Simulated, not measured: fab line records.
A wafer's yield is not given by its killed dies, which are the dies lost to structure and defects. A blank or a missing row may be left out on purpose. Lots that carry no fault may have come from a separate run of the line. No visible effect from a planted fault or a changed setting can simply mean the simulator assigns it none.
fab line records	flow n5-finfet
record: lots: 7	wafers: 21	last-day: 18
route steps=1938 shown BEOL_M1@833 BEOL_M2@841 BEOL_M4@1111 PASSIVATION@1936
lots with no fault: from the same line, run without faults
start-h: the number of hours between the record's first day and the start of the first shown wafer of the lot	wait-h: time in hours since the lot's previous step	" as in the row above	L1.1+2: a row that stands for several wafers	- value missing, or start not given	* or withheld: withheld	< > ~ a bound
route shown NAME@n: names a module that has steps shown in the file, with the first one's number in the route	usual: mean/standard deviation of fault-free wafers	same: alike in all rows	chamber/n: place in a boat	sites: each site's reading	_std_site: their standard deviation	_edge_site: inner sites' mean taken away from outer sites' mean	radius-mm: how far each site lies from the wafer's centre	mask NAME#n: copy n	behind: the most recent tool/chamber to have shaped the wafer	hold: reason for holding the lot/hours on hold/outcome of the hold	device: which transistor (n, p or np) failed to switch	end of line: the tests these same wafers got at the end of their route	a step without rows: its recipe alone	killed: dies that structure and defects cost at the first sort, which is not the same as the wafer's yield	map: dies across one wafer; x = killed, . = not, _ = none there
set.NAME: the setting that was run; set.NAME@STEP: the one run at that earlier step	model.NAME: the simulator's own value behind a step, which no gauge read
a table for each step, a row for each wafer; lots at some steps of the route
services: a tool's chamber out of use, with start hour (start-h, from the record's first day; less than 0 if before it), hours out, and reason
== steps ==
step: N5_BEOL_M1_CMP_52
recipe: stop-on: SiOC	t-overpolish-s: 6.8	down-force-psi: 1	platen-rpm: 50	clearing-platen-down-force-psi: 1.5	clearing-platen-rpm: 50	post-cmp-clean: cu-alkaline	target-thk-nm: 40	clearing-platen-pad-velocity-m-s: 0.99484	pad-velocity-m-s: 0.99484
usual: barrier-field-endpoint-s: 24.8/0.65	motor-current-A: 6.3/0.57	overpolish-run-s: 6.800/0.01	time-to-endpoint-s: 61.1/2.5
lot.wafer	tool	chamber	start-h	wait-h	barrier-field-endpoint-s	motor-current-A	overpolish-run-s	time-to-endpoint-s
L451.3	cmp-03	2	155.33	0.2	25.4	6.5	6.794	62.4
L451.1	"	0	"	"	24.4	7.0	6.782	61.6
L451.6	"	2	"	"	24.9	6.6	6.783	60.3
L453.1	cmp-03	2	159.09	0.3	24.5	6.7	6.809	60.2
L453.4	"	3	"	"	25.2	5.8	6.800	62.2
L453.5	"	2	"	"	24.8	6.5	6.805	61.3
L461.2	cmp-01	3	199.67	0.2	24.9	6.9	6.802	64.5
L461.1	"	0	"	"	25.3	7.1	6.801	66.7
L461.3	"	1	"	"	23.8	5.1	6.801	60.7
L462.3	cmp-01	3	205.26	0.2	25.6	6.6	6.819	65.7
L462.4	"	0	"	"	26.1	6.6	6.809	65.7
L462.1	"	1	"	"	23.7	5.2	6.789	58.7
L463.1	cmp-03	1	216.72	0.5	23.3	5.8	6.784	58.0
L463.3	"	3	"	"	23.9	5.9	6.792	61.5
L463.2	"	0	"	"	25.2	6.8	6.806	65.3
L466.2	cmp-03	2	231.31	0.2	25.0	6.5	6.802	61.6
L466.1	"	1	"	"	24.7	5.9	6.791	61.1
L466.6	"	3	"	"	24.9	5.9	6.809	60.7
L470.3	cmp-02	3	251.98	0.2	23.8	7.2	6.814	57.9
L470.4	"	0	"	"	24.7	7.0	6.784	59.8
L470.6	"	0	"	"	24.9	6.7	6.787	57.8
step: N5_BEOL_M1_THK_MEAS_53
recipe: thk-meas-gauge: xrf	reads: Cu_of_BEOL_M1_ECD_50
usual: M1_THK: 39.8/1.5
lot.wafer	tool	chamber	start-h	wait-h	M1_THK[nm]
L451.1	film-metro-01	-	155.59	-	37.8
L451.3	"	-	"	"	36.1
L451.6	"	-	"	"	38.4
L453.1	film-metro-02	-	159.35	-	39.0
L453.4	"	-	"	"	41.6
L453.5	"	-	"	"	40.9
L461.1	film-metro-02	-	199.93	-	39.8
L461.2	"	-	"	"	39.5
L461.3	"	-	"	"	39.3
L462.1	film-metro-01	-	205.55	-	38.5
L462.3	"	-	"	"	41.8
L462.4	"	-	"	"	40.5
L463.1	film-metro-01	-	217.02	-	37.5
L463.2	"	-	"	"	40.0
L463.3	"	-	"	"	39.1
L466.1	film-metro-01	-	231.61	-	40.8
L466.2	"	-	"	"	39.1
L466.6	"	-	"	"	43.1
L470.3	film-metro-02	-	252.27	-	37.8
L470.4	"	-	"	"	39.1
L470.6	"	-	"	"	40.8
step: N5_BEOL_M1_PRE_CLEAN_60
recipe: gas: NH3/H2	time-s: 15	temp-c: *	rf-power-w: 300
usual: heater-power-w: 92/18
lot.wafer	tool	chamber	start-h	wait-h	heater-power-w
L451.1	cvd-co-01	0	155.62	0.0	82
L451.3	"	2	"	"	112
L451.6	"	2	"	"	109
L453.1	cvd-co-02	0	159.38	0.0	85
L453.4	"	0	"	"	84
L453.5	"	2	"	"	77
L461.1	cvd-co-02	2	199.97	0.0	78
L461.2	"	0	"	"	84
L461.3	"	1	"	"	66
L462.1	cvd-co-02	2	205.59	0.0	79
L462.3	"	0	"	"	83
L462.4	"	2	"	"	80
L463.1	cvd-co-01	0	217.05	0.0	84
L463.2	"	1	"	"	120
L463.3	"	2	"	"	111
L466.1	cvd-co-01	2	231.64	0.0	111
L466.2	"	1	"	"	113
L466.6	"	0	"	"	85
L470.3	cvd-co-02	0	252.31	0.0	84
L470.4	"	0	"	"	84
L470.6	"	2	"	"	78
step: N5_BEOL_M1_CO_CAP_55
recipe: material: Co	target-thk-a: 20	temp-c: 200	precursor: CCTBA/H2	pressure-torr: 30	time-s: 102.1
usual: heater-power-w: 245/23
lot.wafer	tool	chamber	start-h	wait-h	heater-power-w
L451.1	cvd-co-01	0	155.66	0.0	234
L451.3	"	2	"	"	264
L451.6	"	2	"	"	269
L453.1	cvd-co-02	0	159.42	0.0	240
L453.4	"	0	"	"	238
L453.5	"	2	"	"	231
L461.1	cvd-co-02	2	200.01	0.0	228
L461.2	"	0	"	"	233
L461.3	"	1	"	"	212
L462.1	cvd-co-02	2	205.63	0.0	232
L462.3	"	0	"	"	241
L462.4	"	2	"	"	225
L463.1	cvd-co-01	0	217.09	0.0	237
L463.2	"	1	"	"	283
L463.3	"	2	"	"	273
L466.1	cvd-co-01	2	231.68	0.0	261
L466.2	"	1	"	"	280
L466.6	"	0	"	"	231
L470.3	cvd-co-02	0	252.35	0.0	237
L470.4	"	0	"	"	233
L470.6	"	2	"	"	233
step: N5_BEOL_M1_PRE_CLEAN_56
recipe: gas: NH3	time-s: 15	temp-c: withheld	rf-power-w: 300
step: N5_BEOL_M1_DEP_57
recipe: material: SiCN	target-thk-a: 80	temp-c: withheld	precursor: 3MS/NH3	pressure-torr: 3	rf-w: 202	time-s: 14
step: N5_BEOL_M1_RS_MEAS_58
recipe: thk-meas-gauge: four-point-probe	reads: Co_of_BEOL_M1_CO_CAP_55+Cu_of_BEOL_M1_ECD_50+Co_of_BEOL_M1_CVD_47+TaN_of_BEOL_M1_ALD_84
usual: M1_RS: 0.68/0.032
lot.wafer	tool	chamber	start-h	wait-h	M1_RS[ohm/sq]
L451.1	film-metro-02	-	155.85	0.0	0.71
L451.3	"	-	"	"	0.76
L451.6	"	-	"	"	0.70
L453.1	film-metro-01	-	159.62	0.1	0.69
L453.4	"	-	"	"	0.64
L453.5	"	-	"	"	0.65
L461.1	film-metro-01	-	200.19	0.0	0.68
L461.2	"	-	"	"	0.68
L461.3	"	-	"	"	0.69
L462.1	film-metro-02	-	205.81	0.0	0.69
L462.3	"	-	"	"	0.63
L462.4	"	-	"	"	0.65
L463.1	film-metro-02	-	217.40	0.1	0.74
L463.2	"	-	"	"	0.67
L463.3	"	-	"	"	0.69
L466.1	film-metro-01	-	231.88	0.0	0.64
L466.2	"	-	"	"	0.68
L466.6	"	-	"	"	0.60
L470.3	film-metro-02	-	252.54	0.1	0.71
L470.4	"	-	"	"	0.68
L470.6	"	-	"	"	0.64
step: N5_BEOL_M1_INSPECT_59
recipe: inspect-instrument: darkfield	mode: post-dep
usual: raw-defect-count: 74/24
lot.wafer	tool	chamber	start-h	wait-h	raw-defect-count
L451.1	defect-inspect-02	-	155.87	0.0	98
L451.3	"	-	"	"	66
L451.6	"	-	"	"	59
L453.1	defect-inspect-01	-	159.65	0.0	82
L453.4	"	-	"	"	92
L453.5	"	-	"	"	51
L461.1	defect-inspect-01	-	200.22	0.0	116
L461.2	"	-	"	"	74
L461.3	"	-	"	"	67
L462.1	defect-inspect-02	-	205.84	0.0	67
L462.3	"	-	"	"	88
L462.4	"	-	"	"	36
L463.1	defect-inspect-02	-	217.42	0.0	46
L463.2	"	-	"	"	98
L463.3	"	-	"	"	36
L466.1	defect-inspect-01	-	231.91	0.0	45
L466.2	"	-	"	"	39
L466.6	"	-	"	"	44
L470.3	defect-inspect-01	-	252.56	0.0	68
L470.4	"	-	"	"	75
L470.6	"	-	"	"	74
step: N5_BEOL_M2_ILD_DEP_00
recipe: material: SiOC	target-thk-a: 790	temp-c: 350	precursor: DEMS/O2	pressure-torr: 5	rf-w: 500	time-s: 15.3
step: N5_BEOL_M2_THK_MEAS_01
recipe: reads: SiOC_of_BEOL_M2_ILD_DEP_00
usual: M2_ILD_THK: 78.9/1.1
lot.wafer	tool	chamber	start-h	wait-h	M2_ILD_THK[nm]
L451.1	film-metro-01	-	155.98	0.0	79.0
L451.3	"	-	"	"	78.5
L451.6	"	-	"	"	79.4
L453.1	film-metro-02	-	159.80	0.0	78.3
L453.4	"	-	"	"	77.9
L453.5	"	-	"	"	78.2
L461.1	film-metro-01	-	200.34	0.1	76.9
L461.2	"	-	"	"	77.3
L461.3	"	-	"	"	78.7
L462.1	film-metro-01	-	205.96	0.1	77.9
L462.3	"	-	"	"	80.0
L462.4	"	-	"	"	79.3
L463.1	film-metro-02	-	217.53	0.0	80.0
L463.2	"	-	"	"	78.5
L463.3	"	-	"	"	79.5
L466.1	film-metro-01	-	232.08	0.1	78.2
L466.2	"	-	"	"	79.8
L466.6	"	-	"	"	79.0
L470.3	film-metro-02	-	252.67	0.1	79.4
L470.4	"	-	"	"	79.7
L470.6	"	-	"	"	80.0
step: N5_BEOL_M2_PECVD_72
recipe: material: SiO2	target-thk-a: 160	temp-c: 400	precursor: TEOS/O2	pressure-torr: 5.5	rf-w: 450	teos-flow-sccm: 53.8	gas: O2	flow-sccm: 3000	time-s: 18
usual: heater-power-w: 668/78	showerhead-plenum-p-Torr: 8.81/0.047	throttle-valve-pct: 22.4/0.77
lot.wafer	tool	chamber	start-h	wait-h	heater-power-w	showerhead-plenum-p-Torr	throttle-valve-pct
L451.1	pecvd-03	0	156.01	0.0	667	8.79	22.4
L451.3	"	2	"	"	704	8.78	23.1
L451.6	"	2	"	"	700	8.76	23.0
L453.1	pecvd-04	2	159.83	0.0	661	8.75	21.3
L453.4	"	0	"	"	580	8.75	22.4
L453.5	"	2	"	"	654	8.78	21.0
L461.1	pecvd-03	2	200.38	0.0	700	8.78	23.4
L461.2	"	0	"	"	691	8.79	22.9
L461.3	"	1	"	"	770	8.81	22.6
L462.1	pecvd-03	0	206.00	0.0	648	8.79	22.6
L462.3	"	1	"	"	757	8.78	22.8
L462.4	"	0	"	"	660	8.77	22.7
L463.1	pecvd-04	1	217.56	0.0	669	8.89	23.0
L463.2	"	1	"	"	689	8.86	22.7
L463.3	"	1	"	"	698	8.89	22.8
L466.1	pecvd-04	0	232.12	0.0	565	8.76	22.3
L466.2	"	1	"	"	577	8.86	22.6
L466.6	"	2	"	"	597	8.79	21.6
L470.3	pecvd-01	2	252.70	0.0	742	8.84	20.4
L470.4	"	1	"	"	645	8.82	22.9
L470.6	"	0	"	"	876	8.84	23.6
step: N5_BEOL_M2_HM_DEP_02
recipe: material: TiN	target-thk-a: 200	temp-c: 25	chamber-pressure-pa: 0.49996
usual: throttle-valve-pct: 30.4/0.92
lot.wafer	tool	chamber	start-h	wait-h	throttle-valve-pct
L451.1	pvd-sputter-01	-	156.38	0.3	30.7
L451.3	"	-	"	"	28.2
L451.6	"	-	"	"	30.6
L453.1	pvd-sputter-02	-	161.44	1.6	30.4
L453.4	"	-	"	"	29.9
L453.5	"	-	"	"	30.2
L461.1	pvd-sputter-03	-	202.28	1.9	31.8
L461.2	"	-	"	"	31.4
L461.3	"	-	"	"	30.2
L462.1	pvd-sputter-03	-	206.61	0.6	31.5
L462.3	"	-	"	"	29.9
L462.4	"	-	"	"	31.4
L463.1	pvd-sputter-03	-	218.57	1.0	30.6
L463.2	"	-	"	"	29.8
L463.3	"	-	"	"	31.4
L466.1	pvd-sputter-03	-	232.62	0.5	31.3
L466.2	"	-	"	"	32.0
L466.6	"	-	"	"	29.7
L470.3	pvd-sputter-02	-	253.56	0.8	29.7
L470.4	"	-	"	"	31.9
L470.6	"	-	"	"	31.5
step: N5_BEOL_M2_COAT_61
recipe: resist: SOC	temp-c: 250	time-s: 60	spin-rpm: 1500	resist-thk-nm: 60
usual: chill-plate-temp-C: 23.01/0.11	heater-power-total-W: 500.5/1.8	plate-temp-C: 249.98/0.15	resist-line-temp-C: 23.02/0.094
lot.wafer	tool	chamber	start-h	wait-h	chill-plate-temp-C	heater-power-total-W	plate-temp-C	resist-line-temp-C
L451.1	litho-track-05	0	156.51	0.1	23.19	502.9	250.10	23.15
L451.3	"	0	"	"	23.17	500.7	250.33	23.08
L451.6	"	0	"	"	22.97	499.6	250.29	22.95
L453.1	litho-track-01	0	161.57	0.1	22.94	500.8	250.00	23.01
L453.4	"	0	"	"	22.98	497.3	250.40	23.01
L453.5	"	0	"	"	22.90	499.7	250.01	22.87
L461.1	litho-track-01	0	202.41	0.1	22.94	494.9	247.51	23.02
L461.2	"	0	"	"	23.05	491.7	247.34	23.02
L461.3	"	0	"	"	23.07	492.7	247.31	22.83
L462.1	litho-track-01	0	206.73	0.1	23.13	496.5	247.65	22.95
L462.3	"	0	"	"	23.24	495.1	247.51	23.00
L462.4	"	0	"	"	23.14	492.4	247.28	22.89
L463.1	litho-track-01	0	218.70	0.1	23.07	493.4	247.63	22.95
L463.2	"	0	"	"	23.02	494.8	247.45	22.90
L463.3	"	0	"	"	23.03	492.0	247.37	23.04
L466.1	litho-track-02	0	232.75	0.1	23.00	502.8	250.16	22.75
L466.2	"	0	"	"	23.13	500.0	249.87	22.96
L466.6	"	0	"	"	23.03	497.3	250.08	23.04
L470.3	litho-track-05	0	253.68	0.1	22.88	501.5	249.82	23.06
L470.4	"	0	"	"	22.97	501.2	250.05	22.90
L470.6	"	0	"	"	22.81	500.9	249.92	22.85
step: N5_BEOL_M2_COAT_62
recipe: resist: SiARC	temp-c: 220	time-s: 60	spin-rpm: 1500	resist-thk-nm: 12
step: N5_BEOL_M4_RC_MEAS_101
usual: DIBL_N: 36.6/1.9	DIBL_P: 36.7/2.2	IOFF_N: 0.16/0.035	IOFF_P: 0.22/0.038	ION_N: 672/14	ION_P: 462/8.3	SS_N: 71.6/0.65	SS_P: 73.5/0.72	VT_N: 250/3.5	VT_P: -250/3.1
lot.wafer	tool	chamber	start-h	wait-h	DIBL_N[mV/V]	DIBL_P[mV/V]	IOFF_N[nA/um]	IOFF_P[nA/um]	ION_N[uA/um]	ION_P[uA/um]	SS_N[mV/dec]	SS_P[mV/dec]	VT_N[mV]	VT_P[mV]
L451.1	prober-02	0	202.49	0.0	36.8	35.4	0.15	0.20	691	476	71.5	72.8	247	-249
L451.3	"	0	"	"	38.0	38.1	0.18	0.23	691	477	71.9	72.8	248	-249
L451.6	"	0	"	"	37.3	35.9	0.16	0.21	689	472	71.9	72.7	248	-254
L453.1	prober-02	0	213.09	0.0	37.2	37.7	0.17	0.23	687	473	71.9	73.8	248	-251
L453.4	"	0	"	"	37.3	38.8	0.18	0.25	663	464	72.0	73.3	249	-246
L453.5	"	0	"	"	34.1	34.8	0.12	0.18	682	464	71.7	73.3	255	-252
L461.1	prober-01	0	254.48	0.0	36.8	38.6	0.19	0.23	663	457	72.4	73.6	249	-250
L461.2	"	0	"	"	35.0	37.0	0.15	0.21	673	464	71.7	73.5	252	-251
L461.3	"	0	"	"	35.1	37.3	0.15	0.22	659	455	71.3	73.4	253	-251
L462.1	prober-01	0	257.52	0.0	36.8	34.5	0.15	0.22	672	464	71.9	73.1	252	-247
L462.3	"	0	"	"	35.7	33.8	0.13	0.21	663	464	71.1	72.9	253	-248
L462.4	"	0	"	"	37.9	35.3	0.16	0.23	656	454	71.9	73.7	251	-247
L463.1	prober-01	0	271.92	0.0	36.7	36.6	0.16	0.21	663	456	72.2	73.3	249	-252
L463.2	"	0	"	"	35.8	35.7	0.15	0.20	681	470	71.4	73.1	248	-252
L463.3	"	0	"	"	34.7	34.2	0.13	0.18	677	462	71.1	73.0	253	-253
L466.1	prober-01	0	291.00	0.0	35.8	37.3	0.15	0.24	676	466	71.3	74.4	251	-247
L466.2	"	0	"	"	40.0	41.2	0.24	0.32	666	461	72.7	75.3	249	-245
L466.6	"	0	"	"	35.4	37.4	0.15	0.23	662	467	71.4	74.0	252	-247
L470.3	prober-01	0	319.41	0.3	37.1	38.1	0.17	0.23	690	473	71.7	74.3	249	-248
L470.4	"	0	"	"	38.6	38.7	0.18	0.24	666	459	72.2	74.4	252	-248
L470.6	"	0	"	"	37.3	36.9	0.15	0.21	660	452	71.0	74.1	254	-250
step: N5_PASSIVATION_PROBE_49
usual: defect-limited-yield: 91.6/1.4	killed_at_M0_to_M3: 35/10	killed_at_M4_up: 13/4.8	killed-at-contacts: 12/7.2	killed-at-front-end: 36/12	killed-at-other: 4/3.1	killed-dies: 100/17	killed-open: 66/13	killed-short: 32/7.3	sort_bin_4_leakage: 0.00/0.0099	sort_bin_5_function: 5.0/0.94	sort_bin_6_memory: 3.1/0.67	sort_bin_8_speed: 0.01/0.047	sort-n-pass: 1080/17
same: gross-dies: 1180	killed-at-back-side: 0
lot.wafer	tool	chamber	start-h	wait-h	defect-limited-yield[%]	killed_at_M0_to_M3	killed_at_M4_up	killed-at-contacts	killed-at-front-end	killed-at-other	killed-dies	killed-open	killed-short	sort_bin_4_leakage[%]	sort_bin_5_function[%]	sort_bin_6_memory[%]	sort_bin_8_speed[%]	sort-n-pass
L451.1	prober-02	-	311.73	0.0	90.1	47	24	16	29	1	117	72	45	0	6.5	3.1	0	1063
L451.3	prober-02	-	311.83	0.1	90.3	51	12	21	27	3	114	77	33	0	5.6	3.4	0	1066
L451.6	prober-02	-	311.98	0.3	90.3	58	18	13	25	0	114	66	41	0	5.8	3.4	0	1066
L453.1	prober-02	-	323.37	0.0	90.6	47	18	6	39	1	111	69	36	0	5.3	3.1	0	1069
L453.4	prober-02	-	323.52	0.2	91.9	34	13	13	30	5	95	70	25	0	5.2	2.9	0	1085
L453.5	prober-02	-	323.57	0.2	90.7	38	9	16	44	3	110	77	32	0	4.9	4.2	0	1070
L461.1	prober-02	-	376.75	0.0	91.9	40	9	12	29	5	95	62	33	0	4.8	3.1	0	1085
L461.2	prober-02	-	376.80	0.1	90.8	29	9	15	43	13	109	79	30	0	5.3	3.7	0	1071
L461.3	prober-02	-	376.85	0.1	91.4	26	17	5	44	10	102	54	47	0	5.0	3.1	0	1078
L470.3	prober-02	-	438.64	0.1	95.1	22	8	3	20	5	58	35	22	0	2.4	2.2	0	1122
L470.4	prober-02	-	438.69	0.2	91.4	43	20	12	25	2	102	73	29	0	5.2	3.4	0	1078
L470.6	prober-02	-	438.79	0.3	94.3	24	9	13	19	2	67	42	25	0	2.7	2.9	0	1113
killed by level:class
L451.1 BEOL_M0_SAQP:geometric-particle:short=14 BEOL_M4:geometric-particle:open=14 MOL_CONTACT_COAG:geometric-particle:open=13 BEOL_M0_SAQP:geometric-particle:open=13 FIN_SAQP:geometric-particle:open=8 FIN_SAQP:geometric-particle:short=6 BEOL_M3:geometric-particle:open=6 BEOL_M1:geometric-particle:short=5
L451.3 BEOL_M0_SAQP:geometric-particle:open=15 MOL_CONTACT_COAG:geometric-particle:open=14 BEOL_M3:geometric-particle:open=12 BEOL_M0_SAQP:geometric-particle:short=11 MOL_CONTACT_COAG:geometric-particle:short=7 BEOL_M1:geometric-particle:open=6 GATE_CUT:geometric-particle:short=5 BEOL_M2:geometric-particle:open=5
L451.6 BEOL_M0_SAQP:geometric-particle:short=17 BEOL_M2:geometric-particle:open=13 BEOL_M0_SAQP:geometric-particle:open=13 MOL_CONTACT_COAG:geometric-particle:open=10 BEOL_M3:geometric-particle:open=5 BEOL_M4:geometric-particle:open=5 BEOL_M8:geometric-particle:open=5 STARTING-WAFER:geometric-particle:short=5
L453.1 BEOL_M2:geometric-particle:open=12 FIN_SAQP:geometric-particle:open=8 BEOL_M1:geometric-particle:open=8 BEOL_M0_SAQP:geometric-particle:short=7 BEOL_M3:geometric-particle:open=7 BEOL_M4:geometric-particle:short=7 BEOL_M0_SAQP:geometric-particle:open=5 FIN_SAQP:geometric-particle:short=4
L453.4 MOL_CONTACT_COAG:geometric-particle:open=10 BEOL_M2:geometric-particle:open=10 BEOL_M4:geometric-particle:open=8 GATE_CUT:geometric-particle:open=6 BEOL_M0_SAQP:geometric-particle:open=6 BEOL_M1:geometric-particle:open=6 GATE_CUT:geometric-particle:short=5 BEOL_M0_SAQP:geometric-particle:short=5
L453.5 FIN_SAQP:geometric-particle:open=13 MOL_CONTACT_COAG:geometric-particle:open=13 BEOL_M1:geometric-particle:open=11 BEOL_M0_SAQP:geometric-particle:open=9 GATE_CUT:geometric-particle:open=5 SPACER0:geometric-particle:short=4 BEOL_M0_SAQP:geometric-particle:short=4 BEOL_M3:geometric-particle:open=4
L461.1 MOL_CONTACT_COAG:geometric-particle:open=9 BEOL_M0_SAQP:geometric-particle:open=8 BEOL_M3:geometric-particle:open=8 BEOL_M0_SAQP:geometric-particle:short=8 BEOL_M0:geometric-particle:open=7 FIN_SAQP:geometric-particle:open=5 STARTING-WAFER:geometric-particle:short=5 FIN_SAQP:geometric-particle:short=4
L461.2 FIN_SAQP:geometric-particle:open=18 MOL_CONTACT_COAG:geometric-particle:open=14 STI_FIN_REVEAL:geometric-particle:open=6 BEOL_M0_SAQP:geometric-particle:open=6 MIM_TOP_ETCH:geometric-particle:open=6 BEOL_M1:geometric-particle:open=5 MIM_TOP_ETCH:geometric-particle:short=5 FIN_SAQP:geometric-particle:short=4
L461.3 BEOL_M0_SAQP:geometric-particle:short=13 STI_FIN_REVEAL:geometric-particle:open=10 BEOL_M0_SAQP:geometric-particle:open=6 BEOL_M4:geometric-particle:open=6 GATE_CUT:geometric-particle:short=5 ILD0:geometric-particle:short=4 BEOL_M4:geometric-particle:short=4 FIN_SAQP:geometric-particle:short=3
L470.3 BEOL_M2:geometric-particle:open=13 FIN_SAQP:geometric-particle:short=6 STI_FIN_REVEAL:geometric-particle:open=3 GATE_CUT:geometric-particle:short=3 MOL_CONTACT_COAG:geometric-particle:open=3 BEOL_M0_SAQP:geometric-particle:short=3 PASS1_DEP:geometric-particle:short=3 FIN_SAQP:geometric-particle:open=2
L470.4 MOL_CONTACT_COAG:geometric-particle:open=11 BEOL_M1:geometric-particle:open=10 FIN_SAQP:geometric-particle:short=8 FIN_SAQP:geometric-particle:open=7 BEOL_M2:geometric-particle:open=7 BEOL_M0_SAQP:geometric-particle:short=6 BEOL_M0_SAQP:geometric-particle:open=6 BEOL_M4:geometric-particle:open=6
L470.6 BEOL_M0_SAQP:geometric-particle:open=8 MOL_CONTACT_COAG:geometric-particle:open=7 BEOL_M0_SAQP:geometric-particle:short=7 STI_FIN_REVEAL:geometric-particle:open=6 MOL_CONTACT_COAG:geometric-particle:short=6 FIN_SAQP:geometric-particle:short=5 BEOL_M5:geometric-particle:open=5 BEOL_M2:geometric-particle:open=3
== services ==
tool	chamber	start-h	hours	kind
pvd-sputter-02	-	134.88	5.2	repair
pecvd-03	2	135.26	2.1	scheduled-down
pvd-sputter-03	-	139.96	3.3	repair
pecvd-04	-	144.71	2.8	pm
cvd-co-02	0	145.23	8.1	repair
cmp-01	-	145.28	7.5	pm
pecvd-03	0	159.45	2.1	scheduled-down
cmp-01	-	164.61	0.9	repair
cmp-01	-	167.81	0.7	repair
pvd-sputter-02	-	168.67	3.0	repair
cvd-co-01	-	172.67	4.3	pm
pecvd-03	-	193.06	0.3	repair
cmp-02	-	194.05	4.0	pm
pecvd-04	0	196.07	5.5	scheduled-down
pecvd-01	-	200.24	6.0	pm
cmp-03	-	200.62	13.4	pm
pecvd-04	0	207.47	14.5	repair
cvd-co-02	-	214.02	0.4	repair
pecvd-03	0	226.34	12.3	repair
cmp-03	-	237.49	1.0	repair
cmp-01	-	239.06	4.0	pm
cmp-03	-	240.40	3.9	pm
cmp-01	-	248.53	5.0	repair
cmp-03	-	250.66	1.3	repair
== key ==
first-sign: step: N5_BEOL_M2_COAT_61	reading: plate-temp-C	direction: down	sigmas: 17	usual: *	struck: *
effect: step: N5_BEOL_M2_COAT_61	reading: heater-power-total-W	direction: down	sigmas: 3.9	usual: *	struck: *
met-at N5_BEOL_M2_COAT_61
struck-wafers L461.1,L461.2,L461.3,L462.1,L462.3,L462.4,L463.1,L463.2,L463.3
onset-between 161.57 202.41
fault: kind: process-parameter-drift	tool: litho-track-01	chamber: -	onset-h: 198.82	steps: N5_BEOL_M2_COAT_61	channel: temp-c	offset: *	shape: step	end-h: 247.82	acts-in: *	stated: *
